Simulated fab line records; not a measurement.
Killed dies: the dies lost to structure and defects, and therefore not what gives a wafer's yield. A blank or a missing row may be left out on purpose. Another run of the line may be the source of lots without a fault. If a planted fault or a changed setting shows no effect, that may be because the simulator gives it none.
Matching of chambers | flow nandHarc | 4 sister chambers for NHARC_A_STAIRCASE_ALD_415 on aldHk-03
The step deposits SiO2, target thk 30 nm, pulse time 6 s, ald cycles 300. 18 wafers are shown with their chamber, then 9 later ones without.

WAFERS PAIRED WITH THEIR CHAMBERS
wafer  | chamber | heaterPowerOuterW (W) | heaterPowerW (W) | precursorPulseHeightRel
L074.1 | 2       | 266                   | 475              | 0.992
L074.4 | 3       | 255                   | 479              | 1.015
L074.6 | 0       | 288                   | 490              | 0.992
L079.3 | 0       | 290                   | 500              | 1.031
L079.5 | 1       | 265                   | 483              | 1.016
L079.6 | 0       | 291                   | 503              | 1.009
L080.1 | 3       | 252                   | 458              | 1.013
L080.3 | 2       | 270                   | 467              | 0.984
L080.5 | 3       | 252                   | 453              | 1.019
L082.1 | 1       | 279                   | 484              | 0.996
L082.4 | 0       | 287                   | 506              | 0.993
L082.5 | 2       | 269                   | 468              | 1.009
L087.1 | 0       | 297                   | 492              | 1.001
L087.2 | 1       | 269                   | 496              | 1.005
L087.4 | 3       | 258                   | 464              | 0.972
L086.2 | 2       | 261                   | 460              | 1.018
L086.4 | 1       | 266                   | 499              | 1.018
L086.6 | 3       | 266                   | 466              | 0.998

SIGNATURES (averages over the wafers above)
reading                 | chamber 0 | chamber 1 | chamber 2 | chamber 3 | scatter within a chamber
heaterPowerOuterW       | 290.60    | 269.75    | 266.50    | 256.60    | 5.13
heaterPowerW            | 498.20    | 490.50    | 467.50    | 464.00    | 7.99
precursorPulseHeightRel | 1.00520   | 1.00875   | 1.00075   | 1.00340   | 0.0159
Rule: a wafer lies at a distance from a chamber equal to the root of the sum of squares, over the readings, of (its reading less the chamber's mean, divided by the reading's scatter). If the next closest chamber is less than 2 further off than the closest, the wafer can't be placed; otherwise it belongs to the closest. The scatter is the square root of a quotient: the sum, over the shown wafers, of each reading's squared deviation from its chamber's mean, divided by wafers minus chambers.

WAFERS WHOSE CHAMBER IS MISSING
wafer  | heaterPowerOuterW (W) | heaterPowerW (W) | precursorPulseHeightRel
L088.1 | 266                   | 473              | 0.970
L088.5 | 260                   | 492              | 0.997
L088.6 | 267                   | 466              | 0.997
L095.2 | 267                   | 499              | 0.994
L095.5 | 296                   | 503              | 1.003
L095.6 | 263                   | 492              | 1.005
L097.1 | 298                   | 512              | 1.023
L097.2 | 266                   | 467              | 0.987
L097.4 | 261                   | 469              | 0.989

THE CHAMBER EACH PASSED THROUGH
wafer  | from the rows above          | in truth
L088.1 | can't be placed: 2 or 3 or 1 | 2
L088.5 | can't be placed: 1 or 2 or 3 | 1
L088.6 | can't be placed: 2 or 3      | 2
L095.2 | 1                            | 1
L095.5 | 0                            | 0
L095.6 | can't be placed: 1 or 2      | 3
L097.1 | 0                            | 0
L097.2 | can't be placed: 2 or 3      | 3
L097.4 | can't be placed: 2 or 3      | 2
Placed correctly: 3 of 9. These rows do not allow placing 6 (true chamber among the candidates in 5). Placed wrongly: 0.
